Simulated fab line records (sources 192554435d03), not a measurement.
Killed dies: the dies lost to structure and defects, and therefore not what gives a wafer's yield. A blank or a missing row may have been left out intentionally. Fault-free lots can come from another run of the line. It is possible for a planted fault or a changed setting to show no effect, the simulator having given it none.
fab line records    flow n5_finfet
[record] lots = 7  wafers = 21
route steps=1938 shown BEOL_M6@1239 BEOL_M7@1273
start_h: hours from the record's first day to the start of the lot's first wafer shown    wait_h: hours from the lot's prior step to this one    " unchanged from the row above    L1.1+2: a single row standing in for several wafers    - no value, or no start was given    * or withheld: withheld    < > ~ a bound
route shown NAME@n: a module of which the file shows steps, and the number in the route of the first    usual: mean/standard deviation taken from wafers without a fault    same: alike in all rows    chamber/n: place in a boat    sites: each site's reading    _std_site: the values' standard deviation    _edge_site: outer sites' mean less inner sites'    radius_mm: for every site, how far away it sits from the centre of the wafer    mask NAME#n: copy n    behind: the tool/chamber that last shaped the wafer    hold: why the lot was held/for how many hours/how that ended    device: which transistor (n, p or np) failed to switch    end of line: tests of these same wafers at the route's end    where a step has no rows: the recipe by itself    killed: the dies lost at the first sort to structure and to defects; this is not the yield of the wafer    map: a wafer's dies, marking killed ones x, the rest . and places with no die _
set.NAME: setting as actually run; set.NAME@STEP: the setting as run at that earlier step    model.NAME: the simulator's own value behind a step, which no gauge read
one table per step and one row per wafer, for lots whose settings were changed on purpose
[[steps]]
[step N5_BEOL_M6_TRENCH_ETCH_37]
[recipe] chemistry = C4F6/O2  target_depth_a = 944.35  target = SiCOH_lowk  time_s = 31.5  ion_energy_ev = 250  pressure_mtorr = 30  source_w = 345  bias_w = 185  Ar_flow_sccm = 300  C4F6_flow_sccm = 10  O2_flow_sccm = 10
lot.wafer  tool         chamber  start_h  wait_h  set.time_s  model.BEOL_M6.feature_depth_nm  model.etch.depth_nm  model.TiN_of_BEOL_M6_HM_DEP_02.thk_nm
L078.4     rie_diel-02  3        -        -       28.16       86.2                            86.23                17.6
L078.5     "            3        "        "       31.5        96.6                            96.53                17.4
L078.6     "            0        "        "       28.16       84.4                            84.38                17.8
L081.1     rie_diel-05  1        -        -       31.5        93.4                            93.43                17.4
L081.3     "            2        "        "       34.61       100.8                           100.8                17.2
L081.5     "            2        "        "       31.5        92.4                            92.48                17.4
L080.1     rie_diel-01  3        -        -       33.67       102.2                           102.3                17.2
L080.2     "            1        "        "       33.67       103.6                           103.5                17.2
L080.6     "            0        "        "       31.5        91.8                            91.89                17.4
L084.2     rie_diel-02  0        -        -       31.5        94.8                            94.7                 17.6
L084.5     "            3        "        "       31.5        97.2                            97.23                17.6
L084.6     "            0        "        "       31.5        94.2                            94.1                 17.6
L083.1     rie_diel-05  0        -        -       34.48       106                             106                  16.6
L083.2     "            1        "        "       34.48       102.8                           102.7                16.8
L083.4     "            1        "        "       31.5        93.6                            93.53                17.2
L088.1     rie_diel-02  0        -        -       31.5        93.8                            93.81                17.6
L088.3     "            3        "        "       31.5        95.2                            95.28                17.8
L088.4     "            2        "        "       31.5        95.4                            95.41                17.6
L091.1     rie_diel-02  3        -        -       34.37       104.4                           104.4                17
L091.4     "            0        "        "       31.5        94                              94.04                17.4
L091.6     "            3        "        "       34.37       104                             104                  17
[step N5_BEOL_M6_ETCH_41]
[recipe] chemistry = CH3F/O2  target = SiCN  target_depth_a = 297  taper_deg = 2  time_s = 52  ion_energy_ev = 120  mask_material = TiN  pressure_mtorr = 30  source_w = 395  bias_w = 75  Ar_flow_sccm = 150  CH3F_flow_sccm = 30  O2_flow_sccm = 20
[step N5_BEOL_M6_STRIP_80]
[recipe] chemistry = N2/H2  time_s = 10  power_w = 450  temp_c = 40  pressure_mtorr = 20  rf_frequency_hz = 6e+07  bias_power_w = 7  n2_flow_sccm = 200  h2_flow_sccm = 200
[step N5_BEOL_M6_OCD_MEAS_38]
[usual] trench_depth_nm = 94.5/1.8
lot.wafer  tool    chamber  start_h  wait_h  set.time_s@BEOL_M6_TRENCH_ETCH_37  trench_depth_nm
L078.4     ocd-02  -        223.84   -       28.16                              86.4
L078.5     "       -        "        "       31.5                               96.0
L078.6     "       -        "        "       28.16                              84.6
L081.1     ocd-02  -        233.90   -       31.5                               93.5
L081.3     "       -        "        "       34.61                              100.8
L081.5     "       -        "        "       31.5                               92.7
L080.1     ocd-01  -        252.23   -       33.67                              102.9
L080.2     "       -        "        "       33.67                              103.0
L080.6     "       -        "        "       31.5                               91.6
L084.2     ocd-01  -        256.23   -       31.5                               94.9
L084.5     "       -        "        "       31.5                               96.9
L084.6     "       -        "        "       31.5                               94.0
L083.1     ocd-01  -        260.06   -       34.48                              105.7
L083.2     "       -        "        "       34.48                              102.9
L083.4     "       -        "        "       31.5                               93.1
L088.1     ocd-02  -        289.92   -       31.5                               94.0
L088.3     "       -        "        "       31.5                               95.5
L088.4     "       -        "        "       31.5                               95.6
L091.1     ocd-01  -        301.10   -       34.37                              104.7
L091.4     "       -        "        "       31.5                               94.0
L091.6     "       -        "        "       34.37                              103.4
[step N5_BEOL_M6_HM_STRIP_39]
[recipe] chemistry = peroxide_tin_strip  material = TiN  target_depth_a = 250  temp_c = 50  time_s = 158
[step N5_BEOL_M6_SRD_40]
[recipe] time_s = 30  temp_c = 23  rinse_liquid = diw  dry = ipa_marangoni
[step N5_BEOL_M6_ECD_50]
[recipe] material = Cu  target_thk_a = 3000
[step N5_BEOL_M6_ANNEAL_51]
[recipe] temp_c = 225  time_s = 90  ambient = N2
[step N5_BEOL_M6_CMP_52]
[recipe] stop_on = SiCOH_lowk  t_overpolish_s = 6.9  down_force_psi = 1  platen_rpm = 50  clearing_platen_down_force_psi = 1.5  clearing_platen_rpm = 50  post_cmp_clean = cu_alkaline  target_thk_nm = 80  clearing_platen_pad_velocity_m_s = 0.99484  pad_velocity_m_s = 0.99484
lot.wafer  tool    chamber  start_h  wait_h  set.time_s@BEOL_M6_TRENCH_ETCH_37  model.Cu_of_BEOL_M6_ECD_50.thk_nm
L078.4     cmp-04  3        226.12   0.1     28.16                              71.4
L078.6     "       3        "        "       28.16                              68.8
L078.5     "       0        "        "       31.5                               80.4
L081.1     cmp-01  2        236.22   0.3     31.5                               78.4
L081.3     "       3        "        "       34.61                              87.4
L081.5     "       2        "        "       31.5                               76.6
L080.2     cmp-04  3        254.07   0.2     33.67                              90
L080.1     "       1        "        "       33.67                              90.8
L080.6     "       3        "        "       31.5                               78.4
L084.2     cmp-04  1        258.67   0.3     31.5                               80.4
L084.5     "       3        "        "       31.5                               82.4
L084.6     "       0        "        "       31.5                               78.6
L083.1     cmp-02  0        262.25   0.3     34.48                              93.8
L083.2     "       2        "        "       34.48                              88.6
L083.4     "       3        "        "       31.5                               79.2
L088.1     cmp-04  3        293.83   0.3     31.5                               80.2
L088.3     "       1        "        "       31.5                               81
L088.4     "       2        "        "       31.5                               80.8
L091.4     cmp-04  0        304.50   0.1     31.5                               78.8
L091.1     "       2        "        "       34.37                              90
L091.6     "       1        "        "       34.37                              90.2
[step N5_BEOL_M6_THK_MEAS_53]
[recipe] thk_meas_gauge = xrf  reads = Cu_of_BEOL_M6_ECD_50
[usual] M6_THK = 81.2/2.2
lot.wafer  tool           chamber  start_h  wait_h  set.time_s@BEOL_M6_TRENCH_ETCH_37  M6_THK[nm]
L078.4     film_metro-02  -        226.42   -       28.16                              71.9
L078.5     "              -        "        "       31.5                               80.9
L078.6     "              -        "        "       28.16                              69.0
L081.1     film_metro-02  -        236.48   -       31.5                               80.8
L081.3     "              -        "        "       34.61                              89.9
L081.5     "              -        "        "       31.5                               78.8
L080.1     film_metro-01  -        254.37   -       33.67                              92.1
L080.2     "              -        "        "       33.67                              91.3
L080.6     "              -        "        "       31.5                               79.7
L084.2     film_metro-02  -        258.89   -       31.5                               81.6
L084.5     "              -        "        "       31.5                               83.4
L084.6     "              -        "        "       31.5                               79.5
L083.1     film_metro-02  -        262.55   -       34.48                              95.0
L083.2     "              -        "        "       34.48                              89.9
L083.4     "              -        "        "       31.5                               80.0
L088.1     film_metro-02  -        294.12   -       31.5                               80.6
L088.3     "              -        "        "       31.5                               81.4
L088.4     "              -        "        "       31.5                               81.3
L091.1     film_metro-01  -        304.79   -       34.37                              90.3
L091.4     "              -        "        "       31.5                               79.3
L091.6     "              -        "        "       34.37                              91.0
[step N5_BEOL_M6_PRE_CLEAN_55]
[recipe] gas = NH3  time_s = 15  temp_c = withheld  rf_power_w = 300
[step N5_BEOL_M6_DEP_56]
[recipe] material = SiCN  target_thk_a = 100  temp_c = withheld  precursor = 3MS/NH3  pressure_torr = 3  rf_w = 202  time_s = 17.5
[step N5_BEOL_M6_RS_MEAS_57]
[recipe] thk_meas_gauge = four-point-probe  reads = Cu_of_BEOL_M6_ECD_50+Co_of_BEOL_M6_CVD_78+TaN_of_BEOL_M6_ALD_77
[usual] M6_RS = 0.286/0.0089
lot.wafer  tool           chamber  start_h  wait_h  set.time_s@BEOL_M6_TRENCH_ETCH_37  M6_RS[ohm/sq]
L078.4     film_metro-02  -        226.55   0.0     28.16                              0.328
L078.5     "              -        "        "       31.5                               0.285
L078.6     "              -        "        "       28.16                              0.343
L081.1     film_metro-02  -        236.61   0.1     31.5                               0.293
L081.3     "              -        "        "       34.61                              0.258
L081.5     "              -        "        "       31.5                               0.301
L080.1     film_metro-02  -        254.57   0.1     33.67                              0.246
L080.2     "              -        "        "       33.67                              0.249
L080.6     "              -        "        "       31.5                               0.293
L084.2     film_metro-02  -        259.02   0.1     31.5                               0.285
L084.5     "              -        "        "       31.5                               0.277
L084.6     "              -        "        "       31.5                               0.292
L083.1     film_metro-01  -        262.68   0.1     34.48                              0.238
L083.2     "              -        "        "       34.48                              0.254
L083.4     "              -        "        "       31.5                               0.289
L088.1     film_metro-02  -        294.25   0.1     31.5                               0.285
L088.3     "              -        "        "       31.5                               0.282
L088.4     "              -        "        "       31.5                               0.283
L091.1     film_metro-01  -        304.92   0.1     34.37                              0.250
L091.4     "              -        "        "       31.5                               0.291
L091.6     "              -        "        "       34.37                              0.249
[step N5_BEOL_M7_EXPOSE_08]
[recipe] mask_id = M7  na = 1.35  source_shape = dipole  sigma_inner = 0.817  sigma_outer = 0.97  polarization = te  dose_mj = 68.25
lot.wafer   tool             chamber  start_h  wait_h  mask  set.dose_mj
L078.4+5+6  arfi_scanner-03  0        228.71   -       M7#0  68.25
L081.1+3+5  arfi_scanner-01  0        239.96   -       M7#0  68.25
L080.1      arfi_scanner-01  0        257.10   -       M7#0  64.06
L080.2+6    "                0        "        "       M7#0  68.25
L084.2+5+6  arfi_scanner-02  0        261.06   -       M7#0  68.25
L083.1      arfi_scanner-02  0        266.97   -       M7#0  70.87
L083.2+4    "                0        "        "       M7#0  68.25
L088.1+3+4  arfi_scanner-01  0        296.67   -       M7#0  68.25
L091.1+4+6  arfi_scanner-01  0        306.93   -       M7#0  68.25
[step N5_BEOL_M7_PEB_09]
[recipe] peb_temp_c = withheld  peb_time_s = 60  resist = CAR-ArF
[step N5_BEOL_M7_DEVELOP_10]
[recipe] develop_time_s = 30  developer = TMAH  resist = CAR-ArF  rinse_liquid = diw  dry = air_spin  dev_temp_c = 23
[step N5_BEOL_M7_CD_MEAS_11]
[recipe] target_cd_nm = 38.5  landing_energy_ev = 500  detector = se_inlens  polarity = opening
[usual] cd_nm = 38.6/0.47
lot.wafer  tool       chamber  start_h  wait_h  set.dose_mj@BEOL_M7_EXPOSE_08  cd_nm
L078.4     cd_sem-03  0        228.83   -       68.25                          38.2
L078.5     "          0        "        "       68.25                          38.5
L078.6     "          0        "        "       68.25                          38.4
L081.1     cd_sem-01  0        240.09   -       68.25                          38.4
L081.3     "          0        "        "       68.25                          38.2
L081.5     "          0        "        "       68.25                          38.3
L080.1     cd_sem-01  0        257.23   -       64.06                          35.6
L080.2     "          0        "        "       68.25                          39.1
L080.6     "          0        "        "       68.25                          39.0
L084.2     cd_sem-01  0        261.18   -       68.25                          39.5
L084.5     "          0        "        "       68.25                          38.6
L084.6     "          0        "        "       68.25                          39.4
L083.1     cd_sem-02  0        267.10   -       70.87                          40.9
L083.2     "          0        "        "       68.25                          38.1
L083.4     "          0        "        "       68.25                          38.3
L088.1     cd_sem-03  0        296.79   -       68.25                          38.4
L088.3     "          0        "        "       68.25                          38.9
L088.4     "          0        "        "       68.25                          38.1
L091.1     cd_sem-03  0        307.06   -       68.25                          39.2
L091.4     "          0        "        "       68.25                          38.6
L091.6     "          0        "        "       68.25                          38.4
[step N5_BEOL_M7_ETCH_61]
[recipe] chemistry = CF4  target = SiARC  target_depth_a = 455  mask_material = CAR-ArF  time_s = 75.8  ion_energy_ev = 80  pressure_mtorr = 40  source_w = 545  bias_w = 36  Ar_flow_sccm = 100  cf4_flow_sccm = 100  ends = cleared
[usual] rf_vpp_V = 184.0/1.2
lot.wafer  tool         chamber  start_h  wait_h  set.source_w  set.dose_mj@BEOL_M7_EXPOSE_08  rf_vpp_V  model.BEOL_M7.cd_offset_nm
L078.4     rie_diel-03  2        228.97   0.0     545           68.25                          182.6     0.2
L078.5     "            3        "        "       545           68.25                          185.4     0.4
L078.6     "            1        "        "       545           68.25                          185.1     0.2
L081.1     rie_diel-06  1        240.24   0.0     545           68.25                          182.6     0.2
L081.3     "            3        "        "       545           68.25                          181.8     0
L081.5     "            0        "        "       545           68.25                          184.0     0.2
L080.1     rie_diel-06  0        257.35   0.0     545           64.06                          183.2     -3
L080.2     "            1        "        "       545           68.25                          183.6     0.4
L080.6     "            2        "        "       545           68.25                          184.4     0.6
L084.2     rie_diel-06  3        261.30   0.0     545           68.25                          181.8     0.6
L084.5     "            3        "        "       545           68.25                          183.5     0
L084.6     "            2        "        "       545           68.25                          183.7     0.8
L083.1     rie_diel-03  0        267.77   0.0     580.9         70.87                          181.0     2.4
L083.2     "            2        "        "       580.9         68.25                          179.9     -0.4
L083.4     "            3        "        "       545           68.25                          184.8     -0.2
L088.1     rie_diel-04  1        297.04   0.0     545           68.25                          185.4     0
L088.3     "            0        "        "       545           68.25                          185.9     0.8
L088.4     "            2        "        "       471.5         68.25                          193.5     -0.6
L091.1     rie_diel-03  1        307.28   0.0     634           68.25                          174.7     0.8
L091.4     "            2        "        "       545           68.25                          185.0     0.2
L091.6     "            0        "        "       545           68.25                          184.7     0.2
[step N5_BEOL_M7_ETCH_62]
[recipe] chemistry = N2/H2  target = SOC  target_depth_a = 1100  overetch_a = 220  mask_material = SiARC  temp_c = 40  time_s = 165  ion_energy_ev = 200  pressure_mtorr = 30  source_w = 840  bias_w = 150  n2_flow_sccm = 200  h2_flow_sccm = 200
lot.wafer  tool         chamber  start_h  wait_h  set.dose_mj@BEOL_M7_EXPOSE_08  model.BEOL_M7.cd_offset_nm
L078.4     rie_diel-03  2        229.07   0.1     68.25                          0.4
L078.5     "            3        "        "       68.25                          0.2
L078.6     "            1        "        "       68.25                          0
L081.1+3   rie_diel-06  1,3      240.29   0.0     68.25                          0.2
L081.5     "            0        "        "       68.25                          0.6
L080.1     rie_diel-06  0        257.41   0.0     64.06                          -2.4
L080.2+6   "            1,2      "        "       68.25                          0.6
L084.2     rie_diel-06  3        261.36   0.0     68.25                          0.6
L084.5     "            3        "        "       68.25                          0.4
L084.6     "            2        "        "       68.25                          0.8
L083.1     rie_diel-03  0        267.83   0.0     70.87                          2.8
L083.2+4   "            2,3      "        "       68.25                          -0.4
L088.1     rie_diel-04  1        297.10   0.0     68.25                          0
L088.3     "            0        "        "       68.25                          0.6
L088.4     "            2        "        "       68.25                          -0.4
L091.1     rie_diel-03  1        307.33   0.0     68.25                          0.6
L091.4+6   "            2,0      "        "       68.25                          0.4
[step N5_BEOL_M7_STRIP_68]
[recipe] chemistry = N2/H2  temp_c = 40  n2_flow_sccm = 200  h2_flow_sccm = 200  rf_frequency_hz = 6e+07
[step N5_BEOL_M7_STRIP_67]
[recipe] chemistry = CF4  resist = SiARC  power_w = 300  bias_power_w = 75  pressure_mtorr = 50  cf4_flow_sccm = 150  rf_frequency_hz = 6e+07
[step N5_BEOL_M7_HM_OPEN_17]
[recipe] chemistry = Cl2/BCl3  target_depth_a = 200  overetch_a = 60  target = TiN  mask_material = SOC  ion_energy_ev = 150  pressure_mtorr = 10  icp_w = 1000  bias_w = 126  Cl2_flow_sccm = 53.25  bcl3_flow_sccm = 21.75  Ar_flow_sccm = 25
lot.wafer  tool          chamber  start_h  wait_h  set.dose_mj@BEOL_M7_EXPOSE_08  model.BEOL_M7.cd_offset_nm
L078.4     rie_metal-03  1        229.22   0.1     68.25                          0.4
L078.5     "             1        "        "       68.25                          0.2
L078.6     "             0        "        "       68.25                          0
L081.1     rie_metal-01  0        240.48   0.0     68.25                          0
L081.3     "             1        "        "       68.25                          0.4
L081.5     "             0        "        "       68.25                          0.6
L080.1     rie_metal-01  0        257.59   0.0     64.06                          -2.6
L080.2     "             1        "        "       68.25                          0.8
L080.6     "             1        "        "       68.25                          0.6
L084.2+6   rie_metal-01  1,0      261.54   0.0     68.25                          0.8
L084.5     "             1        "        "       68.25                          0.4
L083.1     rie_metal-02  1        268.01   0.0     70.87                          3
L083.2     "             0        "        "       68.25                          -0.6
L083.4     "             0        "        "       68.25                          -0.4
L088.1     rie_metal-01  1        297.29   0.0     68.25                          0.2
L088.3     "             1        "        "       68.25                          0.6
L088.4     "             0        "        "       68.25                          -0.4
L091.1     rie_metal-03  0        307.52   0.0     68.25                          0.6
L091.4     "             1        "        "       68.25                          0.2
L091.6     "             0        "        "       68.25                          0.4
[step N5_BEOL_M7_STRIP_19]
[recipe] chemistry = O2  power_w = 400  temp_c = 40  pressure_mtorr = 30  rf_frequency_hz = 6e+07  bias_power_w = 0  overash_fraction = 0.2  o2_flow_sccm = 225
[step N5_BEOL_M7_CD_MEAS_18]
[recipe] pitch_nm = 80  target_cd_nm = 40
[usual] cd_nm = 40.2/0.55
lot.wafer  tool       chamber  start_h  wait_h  set.dose_mj@BEOL_M7_EXPOSE_08  cd_nm
L078.4     cd_sem-02  -        229.37   0.1     68.25                          40.4
L078.5     "          -        "        "       68.25                          40.2
L078.6     "          -        "        "       68.25                          40.0
L081.1     cd_sem-02  -        240.66   0.0     68.25                          39.8
L081.3     "          -        "        "       68.25                          40.4
L081.5     "          -        "        "       68.25                          40.5
L080.1     cd_sem-03  -        257.85   0.0     64.06                          37.1
L080.2     "          -        "        "       68.25                          40.8
L080.6     "          -        "        "       68.25                          40.7
L084.2     cd_sem-02  -        261.73   0.1     68.25                          40.8
L084.5     "          -        "        "       68.25                          40.6
L084.6     "          -        "        "       68.25                          41.0
L083.1     cd_sem-03  -        268.23   0.0     70.87                          42.8
L083.2     "          -        "        "       68.25                          39.3
L083.4     "          -        "        "       68.25                          39.6
L088.1     cd_sem-01  -        297.59   0.0     68.25                          40.1
L088.3     "          -        "        "       68.25                          40.6
L088.4     "          -        "        "       68.25                          39.5
L091.1     cd_sem-03  -        307.70   0.0     68.25                          40.6
L091.4     "          -        "        "       68.25                          40.3
L091.6     "          -        "        "       68.25                          40.4
[step N5_BEOL_M7_COAT_63]
[recipe] resist = SOC  temp_c = 250  time_s = 60  spin_rpm = 1500  resist_thk_nm = 60
[step N5_BEOL_M7_COAT_64]
[recipe] resist = SiARC  temp_c = 220  time_s = 60  spin_rpm = 1500  resist_thk_nm = 12
[step N5_BEOL_M7_PRECLEAN_42]
[recipe] chemistry = residue_remover  time_s = 60  temp_c = 40
[step N5_BEOL_M7_SRD_43]
[recipe] time_s = 30  temp_c = 23  rinse_liquid = diw  dry = ipa_marangoni
[step N5_BEOL_M7_CD_MEAS_35]
[recipe] target_cd_nm = 40  polarity = opening
[usual] cd_nm = 40.2/0.55
lot.wafer  tool       chamber  start_h  wait_h  set.dose_mj@BEOL_M7_EXPOSE_08  cd_nm
L078.4     cd_sem-02  -        230.43   0.0     68.25                          40.6
L078.5     "          -        "        "       68.25                          40.2
L078.6     "          -        "        "       68.25                          40.4
L081.1     cd_sem-02  -        244.94   0.0     68.25                          39.7
L081.3     "          -        "        "       68.25                          40.3
L081.5     "          -        "        "       68.25                          40.6
L080.1     cd_sem-02  -        260.12   0.0     64.06                          37.4
L080.2     "          -        "        "       68.25                          41.0
L080.6     "          -        "        "       68.25                          40.7
L084.2     cd_sem-01  -        262.79   0.0     68.25                          41.2
L084.5     "          -        "        "       68.25                          40.9
L084.6     "          -        "        "       68.25                          40.8
L083.1     cd_sem-01  -        269.26   0.0     70.87                          43.1
L083.2     "          -        "        "       68.25                          39.6
L083.4     "          -        "        "       68.25                          39.6
L088.1     cd_sem-01  -        300.61   0.0     68.25                          40.3
L088.3     "          -        "        "       68.25                          40.6
L088.4     "          -        "        "       68.25                          39.6
L091.1     cd_sem-01  -        311.86   0.0     68.25                          40.4
L091.4     "          -        "        "       68.25                          40.4
L091.6     "          -        "        "       68.25                          40.3
[[key]]
[split] step = N5_BEOL_M6_TRENCH_ETCH_37  setting = time_s  stated = 31.5  by = wafer
[response] step = N5_BEOL_M6_TRENCH_ETCH_37  reading = model.BEOL_M6.feature_depth_nm  change = +1.09  per = 1%  r = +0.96
[response] step = N5_BEOL_M6_TRENCH_ETCH_37  reading = model.etch.depth_nm  change = +1.09  per = 1%  r = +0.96
[response] step = N5_BEOL_M6_TRENCH_ETCH_37  reading = model.TiN_of_BEOL_M6_HM_DEP_02.thk_nm  change = -0.0347  per = 1%  r = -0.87
[response] step = N5_BEOL_M6_OCD_MEAS_38  reading = trench_depth_nm  change = +1.08  per = 1%  r = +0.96
[response] step = N5_BEOL_M6_CMP_52  reading = model.Cu_of_BEOL_M6_ECD_50.thk_nm  change = +1.18  per = 1%  r = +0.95
[response] step = N5_BEOL_M6_THK_MEAS_53  reading = M6_THK  change = +1.2  per = 1%  r = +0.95
[response] step = N5_BEOL_M6_RS_MEAS_57  reading = M6_RS  change = -0.00471  per = 1%  r = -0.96
[split] step = N5_BEOL_M7_EXPOSE_08  setting = dose_mj  stated = 68.25  by = wafer
[response] step = N5_BEOL_M7_CD_MEAS_11  reading = cd_nm  change = +0.602  per = 1%  r = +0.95
[response] step = N5_BEOL_M7_ETCH_61  reading = model.BEOL_M7.cd_offset_nm  change = +0.608  per = 1%  r = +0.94
[response] step = N5_BEOL_M7_ETCH_62  reading = model.BEOL_M7.cd_offset_nm  change = +0.586  per = 1%  r = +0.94
[response] step = N5_BEOL_M7_HM_OPEN_17  reading = model.BEOL_M7.cd_offset_nm  change = +0.643  per = 1%  r = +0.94
[response] step = N5_BEOL_M7_CD_MEAS_18  reading = cd_nm  change = +0.676  per = 1%  r = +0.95
[response] step = N5_BEOL_M7_CD_MEAS_35  reading = cd_nm  change = +0.667  per = 1%  r = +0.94
[split] step = N5_BEOL_M7_ETCH_61  setting = source_w  stated = 545  by = wafer
[response] step = N5_BEOL_M7_ETCH_61  reading = rf_vpp_V  change = -0.611  per = 1%  r = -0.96
